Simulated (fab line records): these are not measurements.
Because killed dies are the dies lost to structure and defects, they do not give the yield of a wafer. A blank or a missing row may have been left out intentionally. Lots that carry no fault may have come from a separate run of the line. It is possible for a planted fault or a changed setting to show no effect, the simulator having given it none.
fab line records ; flow n5_finfet
record: lots: 8; wafers: 24; last_day: 18
route steps=1938 shown GATE_CUT@492 BEOL_M4@1111 PASSIVATION@1936
lots with no fault: from the same line, run without faults
start_h: the number of hours between the record's first day and the start of the first shown wafer of the lot ; wait_h: hours since the lot's step before ; " repeats the value in the row above ; L1.1+2: several wafers, shown together as one row ; - no value, or no start given ; * or withheld: withheld ; < > ~ a bound
route shown NAME@n: names a module that has steps shown in the file, with the first one's number in the route ; usual: the fault-free wafers' mean and standard deviation ; same: alike in all rows ; chamber/n: place in a boat ; sites: the reading at each site ; _std_site: the standard deviation of these ; _edge_site: inner sites' mean taken away from outer sites' mean ; radius_mm: how far each site lies from the wafer's centre ; mask NAME#n: copy n ; behind: the tool/chamber that last shaped the wafer ; hold: reason for holding the lot/hours on hold/outcome of the hold ; device: which transistor (n, p or np) failed to switch ; end of line: at the end of the route, the tests of the same wafers ; where a step has no rows: the recipe by itself ; killed: dies lost to structure and defects at the first sort, not the wafer's yield ; map: per-die view of a wafer (x killed, . not killed, _ where there is no die)
set.NAME: the setting that was run; set.NAME@STEP: the one run at that earlier step ; model.NAME: the simulator's own value behind a step, which no gauge read
a sample of lots followed through the steps of the route, with each step as a table and each wafer as a row
services: a tool's chamber out of use, with start hour (start_h, from the record's first day; less than 0 if before it), hours out, and reason
== steps ==
step: N5_GATE_CUT_ETCH_36
recipe: chemistry: CF4; target: SiARC; target_depth_a: 130; mask_material: CAR-EUV; time_s: 21.7; ion_energy_ev: 80; pressure_mtorr: 40; source_w: 545; bias_w: 36; Ar_flow_sccm: 100; cf4_flow_sccm: 100; ends: cleared
usual: drypump_motor_current_A: 5.8/0.39; etch_rf_on_time_s: 22.2/0.67; oes_product_au: 0.63/0.053; rf_vpp_V: 184.2/1.1; showerhead_plenum_p_Torr: 2.16/0.058; throttle_valve_pct: 15.73/0.24
lot.wafer;tool;chamber;start_h;wait_h;drypump_motor_current_A;etch_rf_on_time_s;oes_product_au;rf_hours_counter_h;rf_vpp_V;showerhead_plenum_p_Torr;throttle_valve_pct
L671.1;rie_diel-04;3;97.06;0.0;5.3;22.3;0.63;163;185.0;2.22;15.87
L671.2;rie_diel-04;2;97.06;0.0;6.4;21.1;0.60;209;185.4;2.19;15.87
L671.5;rie_diel-04;1;97.06;0.0;6.3;22.6;0.65;-;186.4;2.24;15.57
L672.1;rie_diel-06;0;102.60;0.0;5.4;21.7;0.63;169;183.3;2.14;16.04
L672.2;rie_diel-06;1;102.60;0.0;5.3;22.5;0.65;118;184.0;2.16;15.58
L672.5;rie_diel-06;2;102.60;0.0;5.5;20.8;0.73;-;184.7;2.08;15.49
L674.2;rie_diel-06;1;114.81;0.0;5.3;22.7;0.65;122;182.4;2.16;15.59
L674.3;rie_diel-06;3;114.81;0.0;6.0;22.2;0.61;180;181.9;2.04;15.87
L674.4;rie_diel-06;0;114.81;0.0;5.4;21.7;0.62;173;183.0;2.14;16.04
L685.2;rie_diel-03;2;179.88;0.0;5.7;21.4;0.71;72;182.7;2.10;15.44
L685.4;rie_diel-03;2;179.88;0.0;5.6;21.3;0.71;-;182.3;2.10;15.43
L685.6;rie_diel-03;1;179.88;0.0;5.7;23.1;0.58;-;185.1;2.22;15.83
L686.1;rie_diel-03;3;189.64;0.0;6.3;22.7;0.82;1;185.0;2.18;15.09
L686.5;rie_diel-03;2;189.64;0.0;5.7;21.1;0.72;-;184.7;2.10;15.43
L686.6;rie_diel-03;1;189.64;0.0;5.7;22.9;0.58;-;185.1;2.21;15.84
L687.4;rie_diel-06;1;192.80;0.0;5.3;22.8;0.62;143;184.3;2.15;15.64
L687.5;rie_diel-06;0;192.80;0.0;5.4;21.7;0.61;-;185.0;2.13;16.08
L687.6;rie_diel-06;3;192.80;0.0;6.0;22.4;0.60;-;182.3;2.04;15.93
L688.2;rie_diel-04;1;200.00;0.0;6.3;22.5;0.63;150;185.0;2.23;15.60
L688.4;rie_diel-04;2;200.00;0.0;6.4;21.5;0.57;239;184.4;2.18;15.93
L688.5;rie_diel-04;3;200.00;0.0;5.3;22.1;0.62;-;184.7;2.20;15.94
L692.4;rie_diel-04;1;223.95;0.0;6.4;22.5;0.62;158;184.9;2.23;15.65
L692.5;rie_diel-04;2;223.95;0.0;6.4;21.5;0.58;-;184.5;2.18;15.94
L692.6;rie_diel-04;3;223.95;0.0;5.3;22.1;0.62;-;185.0;2.20;15.94
step: N5_GATE_CUT_ETCH_37
recipe: chemistry: N2/H2; target: SOC; target_depth_a: 600; overetch_a: 120; mask_material: SiARC; temp_c: 40; time_s: 90; ion_energy_ev: 200; pressure_mtorr: 30; source_w: 840; bias_w: 150; n2_flow_sccm: 200; h2_flow_sccm: 200
usual: drypump_motor_current_A: 5.8/0.39; oes_product_au: 0.67/0.052; rf_vpp_V: 524.6/2.1; showerhead_plenum_p_Torr: 2.57/0.074; throttle_valve_pct: 17.95/0.25
lot.wafer;tool;chamber;start_h;wait_h;drypump_motor_current_A;oes_product_au;rf_hours_counter_h;rf_vpp_V;showerhead_plenum_p_Torr;throttle_valve_pct
L671.1;rie_diel-04;3;97.09;0.0;5.4;0.68;163;526.2;2.65;18.14
L671.2;rie_diel-04;2;97.09;0.0;6.4;0.62;209;525.8;2.63;18.20
L671.5;rie_diel-04;1;97.09;0.0;6.3;0.70;-;526.7;2.65;17.63
L672.1;rie_diel-06;0;102.62;0.0;5.4;0.66;169;524.0;2.52;18.11
L672.2;rie_diel-06;1;102.62;0.0;5.3;0.69;118;523.5;2.56;17.94
L672.5;rie_diel-06;2;102.62;0.0;5.5;0.75;-;522.8;2.48;17.69
L674.2;rie_diel-06;1;114.83;0.0;5.3;0.69;122;524.2;2.56;17.94
L674.3;rie_diel-06;3;114.83;0.0;6.0;0.65;180;520.4;2.43;18.12
L674.4;rie_diel-06;0;114.83;0.0;5.4;0.65;173;523.6;2.52;18.14
L685.2;rie_diel-03;2;179.91;0.0;5.7;0.74;72;520.6;2.47;17.56
L685.4;rie_diel-03;2;179.91;0.0;5.7;0.73;-;522.7;2.47;17.55
L685.6;rie_diel-03;1;179.91;0.0;5.8;0.63;-;526.6;2.64;18.04
L686.1;rie_diel-03;3;189.67;0.0;6.3;0.88;1;525.2;2.60;17.32
L686.5;rie_diel-03;2;189.67;0.0;5.7;0.73;-;522.5;2.47;17.55
L686.6;rie_diel-03;1;189.67;0.0;5.7;0.62;-;527.4;2.64;18.03
L687.4;rie_diel-06;1;192.82;0.0;5.3;0.68;143;523.9;2.55;17.95
L687.5;rie_diel-06;0;192.82;0.0;5.4;0.65;-;522.2;2.51;18.16
L687.6;rie_diel-06;3;192.82;0.0;6.0;0.64;-;518.0;2.43;18.14
L688.2;rie_diel-04;1;200.03;0.0;6.3;0.68;150;528.6;2.64;17.68
L688.4;rie_diel-04;2;200.03;0.0;6.4;0.60;239;526.0;2.62;18.25
L688.5;rie_diel-04;3;200.03;0.0;5.3;0.66;-;527.1;2.64;18.17
L692.4;rie_diel-04;1;223.98;0.0;6.3;0.68;158;526.7;2.64;17.69
L692.5;rie_diel-04;2;223.98;0.0;6.3;0.60;-;526.6;2.62;18.26
L692.6;rie_diel-04;3;223.98;0.0;5.3;0.66;-;527.8;2.63;18.20
step: N5_GATE_CUT_STRIP_41
recipe: chemistry: CF4; resist: SiARC; power_w: 300; bias_power_w: 75; pressure_mtorr: 50; cf4_flow_sccm: 150; rf_frequency_hz: 6e+07
usual: drypump_motor_current_A: 5.8/0.39; oes_product_au: 0.173/0.014; rf_vpp_V: 271.5/1.3; showerhead_plenum_p_Torr: 1.81/0.047; throttle_valve_pct: 13.71/0.25
lot.wafer;tool;chamber;start_h;wait_h;drypump_motor_current_A;oes_product_au;rf_hours_counter_h;rf_vpp_V;showerhead_plenum_p_Torr;throttle_valve_pct
L671.1;rie_diel-04;3;97.23;0.0;5.3;0.179;163;273.2;1.85;13.83
L671.2;rie_diel-04;2;97.23;0.0;6.4;0.160;209;271.5;1.83;13.85
L671.5;rie_diel-04;1;97.23;0.0;6.3;0.182;-;271.4;1.86;13.46
L672.1;rie_diel-06;0;102.77;0.0;5.4;0.171;169;271.1;1.80;13.99
L672.2;rie_diel-06;1;102.77;0.0;5.3;0.185;118;270.8;1.80;13.50
L672.5;rie_diel-06;2;102.77;0.0;5.5;0.202;-;271.2;1.75;13.45
L674.2;rie_diel-06;1;114.98;0.0;5.3;0.179;122;271.5;1.80;13.51
L674.3;rie_diel-06;3;114.98;0.0;6.0;0.170;180;269.6;1.71;13.86
L674.4;rie_diel-06;0;114.98;0.0;5.4;0.171;173;271.3;1.80;14.02
L685.2;rie_diel-03;2;180.06;0.0;5.7;0.191;72;270.3;1.75;13.37
L685.4;rie_diel-03;2;180.06;0.0;5.7;0.195;-;270.0;1.75;13.36
L685.6;rie_diel-03;1;180.06;0.0;5.7;0.154;-;270.7;1.86;13.85
L686.1;rie_diel-03;3;189.81;0.0;6.3;0.223;1;272.2;1.82;13.01
L686.5;rie_diel-03;2;189.81;0.0;5.7;0.187;-;270.9;1.75;13.37
L686.6;rie_diel-03;1;189.81;0.0;5.7;0.163;-;270.5;1.86;13.86
L687.4;rie_diel-06;1;192.97;0.0;5.3;0.180;143;271.1;1.79;13.57
L687.5;rie_diel-06;0;192.97;0.0;5.4;0.168;-;271.0;1.79;14.07
L687.6;rie_diel-06;3;192.97;0.0;6.0;0.167;-;270.6;1.71;13.91
L688.2;rie_diel-04;1;200.17;0.0;6.3;0.171;150;272.5;1.85;13.54
L688.4;rie_diel-04;2;200.17;0.0;6.4;0.149;239;271.7;1.82;13.93
L688.5;rie_diel-04;3;200.17;0.0;5.3;0.168;-;272.2;1.84;13.90
L692.4;rie_diel-04;1;224.12;0.0;6.3;0.169;158;273.1;1.85;13.57
L692.5;rie_diel-04;2;224.12;0.0;6.4;0.154;-;272.9;1.82;13.95
L692.6;rie_diel-04;3;224.12;0.0;5.4;0.169;-;270.3;1.84;13.92
step: N5_GATE_CUT_ALD_22
recipe: material: SiNx; target_thk_a: 160; temp_c: 400; ald_precursor_family: SiH2I2; ald_co_reactant: N2/H2-plasma; pulse_time_s: 1; ald_cycles: 320; purge_time_s: 2; co_reactant_purge_time_s: 2; pressure_torr: 2
usual: ald_cycles: 320/0; chamber_pressure_Torr: 2.000/0.0042; heater_power_w: 875/79; precursor_pulse_height_rel: 0.998/0.021
lot.wafer;tool;chamber;start_h;wait_h;ald_cycles;chamber_pressure_Torr;heater_power_w;precursor_pulse_height_rel
L671.1;ald_sin-04;1;97.85;0.0;-;-;-;-
L671.2;ald_sin-04;0;97.85;0.0;-;-;-;-
L671.5;ald_sin-04;3;97.85;0.0;-;-;-;-
L672.1;ald_sin-04;2;103.47;0.1;-;-;-;-
L672.2;ald_sin-04;0;103.47;0.1;-;-;-;-
L672.5;ald_sin-04;2;103.47;0.1;-;-;-;-
L674.2;ald_sin-01;1;115.59;0.0;320;1.998;799;0.935
L674.3;ald_sin-01;0;115.59;0.0;320;2.003;856;1.000
L674.4;ald_sin-01;3;115.59;0.0;320;1.992;831;1.027
L685.2;ald_sin-01;3;180.69;0.0;320;2.006;822;1.003
L685.4;ald_sin-01;2;180.69;0.0;320;1.999;988;1.012
L685.6;ald_sin-01;0;180.69;0.0;320;2.001;844;0.978
L686.1;ald_sin-04;2;190.43;0.0;320;1.998;931;0.986
L686.5;ald_sin-04;2;190.43;0.0;320;1.999;947;1.009
L686.6;ald_sin-04;1;190.43;0.0;320;2.003;881;1.043
L687.4;ald_sin-04;0;193.58;0.0;320;1.997;757;1.012
L687.5;ald_sin-04;3;193.58;0.0;320;1.998;1014;1.044
L687.6;ald_sin-04;0;193.58;0.0;320;2.003;765;1.009
L688.2;ald_sin-01;2;201.06;0.0;320;2.001;976;0.983
L688.4;ald_sin-01;3;201.06;0.0;320;1.999;829;0.992
L688.5;ald_sin-01;2;201.06;0.0;320;2.003;1014;1.017
L692.4;ald_sin-04;3;224.73;0.0;320;2.000;1018;1.016
L692.5;ald_sin-04;3;224.73;0.0;320;2.000;1023;1.012
L692.6;ald_sin-04;2;224.73;0.0;320;1.997;971;0.993
step: N5_GATE_CUT_CMP_23
recipe: stop_on: SiO2; t_overpolish_s: 23.4; post_cmp_clean: alkaline_brush; down_force_psi: 2.5; platen_rpm: 51.8; pad_velocity_m_s: 1.0307; target_thk_nm: 16
usual: motor_current_A: 9.6/1; retaining_ring_pressure_frac: 0.999/0.0051; time_to_endpoint_s: 19.2/2.7
lot.wafer;tool;chamber;start_h;wait_h;motor_current_A;retaining_ring_pressure_frac;time_to_endpoint_s
L671.1;cmp-01;0;99.55;1.0;9.1;1.000;129.9
L671.2;cmp-01;1;99.55;1.0;9.6;0.997;133.0
L671.5;cmp-01;3;99.55;1.0;9.5;0.996;135.3
L672.1;cmp-01;2;105.00;0.8;8.8;1.004;119.5
L672.2;cmp-01;3;105.00;0.8;9.2;1.003;130.3
L672.5;cmp-01;1;105.00;0.8;9.3;0.997;126.9
L674.4;cmp-01;3;117.08;0.8;9.1;0.998;22.9
L674.3;cmp-01;0;117.08;0.8;9.0;1.002;21.1
L674.2;cmp-01;1;117.08;0.8;9.8;1.006;20.2
L685.4;cmp-02;3;182.22;0.8;10.3;1.000;15.9
L685.2;cmp-02;0;182.22;0.8;9.1;0.999;22.4
L685.6;cmp-02;3;182.22;0.8;10.1;0.998;15.9
L686.1;cmp-01;0;192.03;0.9;8.8;0.995;23.2
L686.6;cmp-01;1;192.03;0.9;9.8;0.990;23.0
L686.5;cmp-01;2;192.03;0.9;8.4;0.999;20.6
L687.4;cmp-04;1;195.15;0.8;8.9;0.998;20.4
L687.5;cmp-04;3;195.15;0.8;11.9;1.011;19.1
L687.6;cmp-04;0;195.15;0.8;8.9;0.994;15.9
L688.2;cmp-04;3;202.67;0.9;12.1;1.007;15.3
L688.4;cmp-04;1;202.67;0.9;9.4;1.002;19.9
L688.5;cmp-04;0;202.67;0.9;8.6;0.996;14.2
L692.4;cmp-02;0;226.30;0.8;9.6;0.991;27.8
L692.6;cmp-02;2;226.30;0.8;10.6;1.002;21.7
L692.5;cmp-02;3;226.30;0.8;9.9;0.998;23.2
step: N5_GATE_CUT_THK_MEAS_24
recipe: reads: SiO2_of_GATE_CUT_HM_DEP_46+SiO2_flowable_of_ILD0_FCVD_FILL_01
usual: GC_FILL_THK: 219.6/2.1
lot.wafer;tool;chamber;start_h;wait_h;GC_FILL_THK[nm]
L671.1;film_metro-01;-;99.77;-;132.6
L671.2;film_metro-01;-;99.77;-;131.6
L671.5;film_metro-01;-;99.77;-;132.0
L672.1;film_metro-02;-;105.26;-;129.5
L672.2;film_metro-02;-;105.26;-;133.1
L672.5;film_metro-02;-;105.26;-;131.0
L674.2;film_metro-01;-;117.38;-;220.4
L674.3;film_metro-01;-;117.38;-;219.3
L674.4;film_metro-01;-;117.38;-;223.1
L685.2;film_metro-02;-;182.47;-;220.3
L685.4;film_metro-02;-;182.47;-;219.9
L685.6;film_metro-02;-;182.47;-;222.3
L686.1;film_metro-02;-;192.21;-;219.6
L686.5;film_metro-02;-;192.21;-;218.9
L686.6;film_metro-02;-;192.21;-;222.7
L687.4;film_metro-02;-;195.37;-;221.4
L687.5;film_metro-02;-;195.37;-;221.0
L687.6;film_metro-02;-;195.37;-;221.5
L688.2;film_metro-02;-;202.97;-;218.6
L688.4;film_metro-02;-;202.97;-;216.6
L688.5;film_metro-02;-;202.97;-;220.6
L692.4;film_metro-01;-;226.52;-;218.2
L692.5;film_metro-01;-;226.52;-;219.1
L692.6;film_metro-01;-;226.52;-;217.0
step: N5_BEOL_M4_RC_MEAS_101
usual: DIBL_N: 36.3/1.8; DIBL_P: 36.5/2.1; IOFF_N: 0.16/0.031; IOFF_P: 0.22/0.038; ION_N: 677/12; ION_P: 466/7.8; SS_N: 71.5/0.61; SS_P: 73.2/0.7; VT_N: 249/3; VT_P: -248.9/3
lot.wafer;tool;chamber;start_h;wait_h;DIBL_N[mV/V];DIBL_P[mV/V];IOFF_N[nA/um];IOFF_P[nA/um];ION_N[uA/um];ION_P[uA/um];SS_N[mV/dec];SS_P[mV/dec];VT_N[mV];VT_P[mV]
L674.2;prober-01;0;231.71;0.2;38.0;38.8;0.20;0.24;697;470;72.1;74.1;246;-249.7
L674.3;prober-01;0;231.71;0.2;38.9;39.3;0.21;0.25;705;468;71.5;74.0;246;-250.0
L674.4;prober-01;0;231.71;0.2;37.6;37.4;0.17;0.22;679;458;71.4;74.1;249;-252.2
L685.2;prober-01;0;267.33;0.2;36.0;35.1;0.14;0.21;665;461;70.5;71.8;251;-251.0
L685.4;prober-01;0;267.33;0.2;35.6;34.4;0.13;0.20;664;459;71.0;72.4;253;-252.6
L685.6;prober-01;0;267.33;0.2;37.9;37.3;0.18;0.24;685;462;71.1;73.0;249;-247.0
L687.4;prober-02;0;281.58;0.5;34.9;35.1;0.15;0.21;681;469;71.1;72.8;247;-249.8
L687.5;prober-02;0;281.58;0.5;37.3;38.4;0.20;0.25;686;470;71.6;73.8;247;-248.2
L687.6;prober-02;0;281.58;0.5;34.2;34.0;0.14;0.18;664;462;71.3;72.1;251;-254.4
L686.1;prober-01;0;281.64;0.0;35.2;34.0;0.14;0.20;668;466;71.4;72.5;251;-248.6
L686.5;prober-01;0;281.64;0.0;35.4;34.4;0.14;0.20;670;470;70.9;72.0;250;-248.9
L686.6;prober-01;0;281.64;0.0;36.0;35.0;0.16;0.22;685;478;71.8;72.4;248;-248.1
L688.2;prober-01;0;284.47;0.2;38.0;37.9;0.18;0.22;666;456;71.7;74.5;249;-250.5
L688.4;prober-01;0;284.47;0.2;38.1;39.2;0.18;0.24;680;475;72.4;73.8;248;-251.5
L688.5;prober-01;0;284.47;0.2;37.2;37.7;0.17;0.21;685;466;71.8;73.5;246;-250.0
L692.4;prober-01;0;313.39;0.5;34.1;35.5;0.14;0.20;680;469;71.8;72.6;250;-250.0
L692.5;prober-01;0;313.39;0.5;34.1;34.8;0.14;0.19;661;457;71.4;72.4;249;-249.1
L692.6;prober-01;0;313.39;0.5;38.3;40.8;0.23;0.31;698;477;71.7;73.5;245;-246.5
step: N5_PASSIVATION_PROBE_49
usual: defect_limited_yield: 91.2/1.5; killed_at_M0_to_M3: 33/9.6; killed_at_M4_up: 14/5.6; killed_at_contacts: 14/5.5; killed_at_front_end: 40/13; killed_at_other: 4/3; killed_dies: 104/17; killed_on_rim: 14/4.3; killed_open: 68/13; killed_short: 33/7.2; sort_bin_5_function: 5.2/0.95; sort_bin_6_memory: 3.3/0.62; sort_n_pass: 1076/17; sort_yield_pct: 91.2/1.5
same: gross_dies: 1180; killed_at_back_side: 0; sort_bin_4_leakage[%]: 0; sort_bin_8_speed[%]: 0
lot.wafer;tool;chamber;start_h;wait_h;defect_limited_yield[%];killed_at_M0_to_M3;killed_at_M4_up;killed_at_contacts;killed_at_front_end;killed_at_other;killed_dies;killed_on_rim;killed_open;killed_short;sort_bin_5_function[%];sort_bin_6_memory[%];sort_n_pass;sort_yield_pct[%]
L671.1;prober-02;-;312.44;0.0;0;30;30;8;1109;3;1180;152;75;27;96.2;3.5;0;0
L671.2;prober-02;-;312.49;0.1;0;14;11;10;1143;2;1180;152;42;23;98.0;1.9;0;0
L671.5;prober-02;-;312.64;0.2;0;23;31;22;1101;3;1180;152;69;36;96.1;3.4;0;0
L672.1;prober-02;-;315.63;0.0;0;43;9;9;1113;6;1180;152;70;36;96.3;3.5;0;0
L672.2;prober-02;-;315.68;0.1;0;27;15;13;1117;8;1180;152;68;29;96.9;2.7;0;0
L672.5;prober-02;-;315.83;0.2;0;33;10;15;1112;10;1180;152;66;36;96.6;3.1;0;0
killed by level:class
L671.1 GATE_CUT:area_ald=1073 BEOL_M4:geometric_particle:open=15 FIN_SAQP:geometric_particle:open=11 BEOL_M2:geometric_particle:open=11 FIN_SAQP:geometric_particle:short=8 BEOL_M3:geometric_particle:open=6 MOL_CONTACT_COAG:geometric_particle:open=5 BEOL_M5:geometric_particle:open=5
L671.2 GATE_CUT:area_ald=1114 FIN_SAQP:geometric_particle:open=8 BEOL_M4:geometric_particle:open=8 MOL_CONTACT_COAG:geometric_particle:open=7 STI_FIN_REVEAL:geometric_particle:open=4 BEOL_M0_SAQP:geometric_particle:short=4 FIN_SAQP:geometric_particle:short=3 DUMMY_GATE:geometric_particle:short=3
L671.5 GATE_CUT:area_ald=1074 MOL_CONTACT_COAG:geometric_particle:open=19 BEOL_M4:geometric_particle:open=15 FIN_SAQP:geometric_particle:open=8 BEOL_M0_SAQP:geometric_particle:short=8 GATE_CUT:geometric_particle:short=5 BEOL_M2:geometric_particle:open=5 BEOL_M5:geometric_particle:open=5
L672.1 GATE_CUT:area_ald=1074 FIN_SAQP:geometric_particle:open=12 BEOL_M2:geometric_particle:open=11 FIN_SAQP:geometric_particle:short=7 MOL_CONTACT_COAG:geometric_particle:open=7 BEOL_M3:geometric_particle:open=7 DUMMY_GATE:geometric_particle:open=6 BEOL_M0_SAQP:geometric_particle:open=6
L672.2 GATE_CUT:area_ald=1083 MOL_CONTACT_COAG:geometric_particle:open=12 BEOL_M4:geometric_particle:open=10 FIN_SAQP:geometric_particle:short=9 FIN_SAQP:geometric_particle:open=7 DUMMY_GATE:geometric_particle:open=7 BEOL_M3:geometric_particle:open=7 STI_FIN_REVEAL:geometric_particle:open=5
L672.5 GATE_CUT:area_ald=1078 BEOL_M0_SAQP:geometric_particle:open=12 FIN_SAQP:geometric_particle:short=11 FIN_SAQP:geometric_particle:open=10 MOL_CONTACT_COAG:geometric_particle:open=10 BEOL_M0_SAQP:geometric_particle:short=7 PASS1_CAP:geometric_particle:open=7 MOL_CONTACT_COAG:geometric_particle:short=5
== services ==
tool;chamber;start_h;hours;kind
rie_diel-04;1;73.95;1.3;repair
cmp-01;-;75.45;0.9;repair
cmp-01;-;84.11;1.6;repair
cmp-04;-;86.56;0.5;repair
cmp-01;-;89.03;4.0;pm
rie_diel-03;2;91.92;5.7;repair
cmp-04;-;92.34;4.0;pm
rie_diel-03;2;104.37;62.3;repair
cmp-02;-;104.74;0.3;repair
rie_diel-04;-;122.71;2.8;pm
cmp-04;-;159.07;7.2;repair
rie_diel-03;3;166.76;-;clean
rie_diel-03;3;166.76;-;consumable_replace:focus_ring
rie_diel-03;3;166.76;20.0;scheduled_down
rie_diel-03;3;166.76;20.0;vent_cycle
cmp-01;-;168.40;1.6;repair
cmp-04;-;175.55;10.8;pm
cmp-02;-;183.85;5.1;pm
cmp-04;-;194.07;0.7;repair
cmp-04;-;208.17;5.1;repair
rie_diel-06;0;211.47;8.5;repair
cmp-02;-;220.59;2.2;repair
rie_diel-03;0;224.48;-;clean
rie_diel-03;0;224.48;-;consumable_replace:focus_ring
== key ==
first_sign: step: N5_GATE_CUT_ALD_22; reading: tool_record; direction: missing
effect: step: N5_GATE_CUT_CMP_23; reading: time_to_endpoint_s; direction: up; sigmas: 41; usual: *; struck: *
effect: step: N5_GATE_CUT_THK_MEAS_24; reading: GC_FILL_THK; direction: down; sigmas: 42; usual: 219.6; struck: 131.6
effect: step: N5_PASSIVATION_PROBE_49; reading: sort_bin_5_function; direction: up; sigmas: 96; usual: 5.2; struck: 96.7
more_kills_born_at: N5_GATE_CUT_ALD_22@ald_sin-04: 6496
met_at N5_GATE_CUT_ALD_22
struck_lots L671,L672
later_rows_left_out L671.1,L671.2,L671.5,L672.1,L672.2,L672.5
not_acting_at N5_GATE_CUT_ETCH_36,N5_GATE_CUT_ETCH_37,N5_GATE_CUT_STRIP_41
fault: kind: skipped_step_whole; tool: ald_sin-04; chamber: -; onset_h: 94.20; steps: N5_GATE_CUT_ALD_22; scope: struck_lots_only
later_rows_left_out: the simulator's readings of these wafers behind a module that went badly wrong aren't trusted and aren't shown, but for the sort
